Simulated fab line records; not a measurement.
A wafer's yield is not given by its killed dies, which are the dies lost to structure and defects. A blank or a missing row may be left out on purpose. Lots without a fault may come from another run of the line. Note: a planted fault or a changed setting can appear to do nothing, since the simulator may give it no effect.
Matching of chambers || flow n5Finfet || pecvd-02 running N5_BEOL_M4_ILD_DEP_00: 3 sister chambers
The step deposits SiOC from DEMS/O2, target thk 79 nm, time 15.3 s. 14 wafers are shown with their chamber, then 7 later ones without.

== WAFERS PAIRED WITH THEIR CHAMBERS ==
{"wafer": "L077.1", "chamber": 0, "heaterPowerW (W)": 555, "throttleValvePct (%)": 12.2, "showerheadPlenumPTorr (Torr)": 5.703}
{"wafer": "L077.4", "chamber": 0, "heaterPowerW (W)": 563, "throttleValvePct (%)": 12.3, "showerheadPlenumPTorr (Torr)": 5.697}
{"wafer": "L077.6", "chamber": 2, "heaterPowerW (W)": 427, "throttleValvePct (%)": 11.7, "showerheadPlenumPTorr (Torr)": 5.673}
{"wafer": "L081.1", "chamber": 2, "heaterPowerW (W)": 466, "throttleValvePct (%)": 11.7, "showerheadPlenumPTorr (Torr)": 5.675}
{"wafer": "L081.2", "chamber": 1, "heaterPowerW (W)": 414, "throttleValvePct (%)": 11.5, "showerheadPlenumPTorr (Torr)": 5.693}
{"wafer": "L081.4", "chamber": 2, "heaterPowerW (W)": 372, "throttleValvePct (%)": 11.6, "showerheadPlenumPTorr (Torr)": 5.683}
{"wafer": "L084.4", "chamber": 2, "heaterPowerW (W)": 460, "throttleValvePct (%)": 12.0, "showerheadPlenumPTorr (Torr)": 5.680}
{"wafer": "L084.5", "chamber": 1, "heaterPowerW (W)": 389, "throttleValvePct (%)": 12.0, "showerheadPlenumPTorr (Torr)": 5.697}
{"wafer": "L084.6", "chamber": 2, "heaterPowerW (W)": 492, "throttleValvePct (%)": 11.9, "showerheadPlenumPTorr (Torr)": 5.679}
{"wafer": "L088.2", "chamber": 0, "heaterPowerW (W)": 532, "throttleValvePct (%)": 12.3, "showerheadPlenumPTorr (Torr)": 5.700}
{"wafer": "L088.5", "chamber": 1, "heaterPowerW (W)": 415, "throttleValvePct (%)": 11.8, "showerheadPlenumPTorr (Torr)": 5.684}
{"wafer": "L088.6", "chamber": 0, "heaterPowerW (W)": 521, "throttleValvePct (%)": 12.4, "showerheadPlenumPTorr (Torr)": 5.698}
{"wafer": "L092.1", "chamber": 1, "heaterPowerW (W)": 418, "throttleValvePct (%)": 11.5, "showerheadPlenumPTorr (Torr)": 5.707}
{"wafer": "L092.2", "chamber": 0, "heaterPowerW (W)": 579, "throttleValvePct (%)": 12.2, "showerheadPlenumPTorr (Torr)": 5.692}

SIGNATURES (averages over the wafers above)
{"reading": "heaterPowerW", "chamber 0": 550.00, "chamber 1": 409.00, "chamber 2": 443.40, "scatter within a chamber": 32}
{"reading": "throttleValvePct", "chamber 0": 12.280, "chamber 1": 11.700, "chamber 2": 11.780, "scatter within a chamber": 0.169}
{"reading": "showerheadPlenumPTorr", "chamber 0": 5.69800, "chamber 1": 5.69525, "chamber 2": 5.67800, "scatter within a chamber": 0.00605}
Rule: for each reading, subtract the chamber's mean from the wafer's reading, divide by that reading's scatter and square the result; add these up over the readings and take the root, which gives the wafer's distance from the chamber. If the next closest chamber is less than 2 further off than the closest, the wafer can't be placed; otherwise it belongs to the closest. How the scatter is found: for the shown wafers, subtract from each reading the mean of its chamber, square and add these, divide the total by (wafers less chambers), then take the root.

== WAFERS MISSING THEIR CHAMBER ==
{"wafer": "L092.5", "heaterPowerW (W)": 420, "throttleValvePct (%)": 11.5, "showerheadPlenumPTorr (Torr)": 5.672}
{"wafer": "L095.4", "heaterPowerW (W)": 529, "throttleValvePct (%)": 12.1, "showerheadPlenumPTorr (Torr)": 5.699}
{"wafer": "L095.5", "heaterPowerW (W)": 417, "throttleValvePct (%)": 11.7, "showerheadPlenumPTorr (Torr)": 5.696}
{"wafer": "L095.6", "heaterPowerW (W)": 536, "throttleValvePct (%)": 12.3, "showerheadPlenumPTorr (Torr)": 5.695}
{"wafer": "L096.3", "heaterPowerW (W)": 546, "throttleValvePct (%)": 12.4, "showerheadPlenumPTorr (Torr)": 5.705}
{"wafer": "L096.4", "heaterPowerW (W)": 391, "throttleValvePct (%)": 11.8, "showerheadPlenumPTorr (Torr)": 5.684}
{"wafer": "L096.6", "heaterPowerW (W)": 404, "throttleValvePct (%)": 11.9, "showerheadPlenumPTorr (Torr)": 5.694}

== WHICH CHAMBER EACH WENT THROUGH ==
{"wafer": "L092.5", "from the rows above": "can't be placed: 2 or 1", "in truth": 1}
{"wafer": "L095.4", "from the rows above": 0, "in truth": 0}
{"wafer": "L095.5", "from the rows above": 1, "in truth": 1}
{"wafer": "L095.6", "from the rows above": 0, "in truth": 0}
{"wafer": "L096.3", "from the rows above": 0, "in truth": 0}
{"wafer": "L096.4", "from the rows above": "can't be placed: 2 or 1", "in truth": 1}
{"wafer": "L096.6", "from the rows above": "can't be placed: 1 or 2", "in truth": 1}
Correct placement for 4 of the 7. From these rows, 3 cannot be placed; in 3 the true chamber is one of the candidates. 0 placed wrongly.
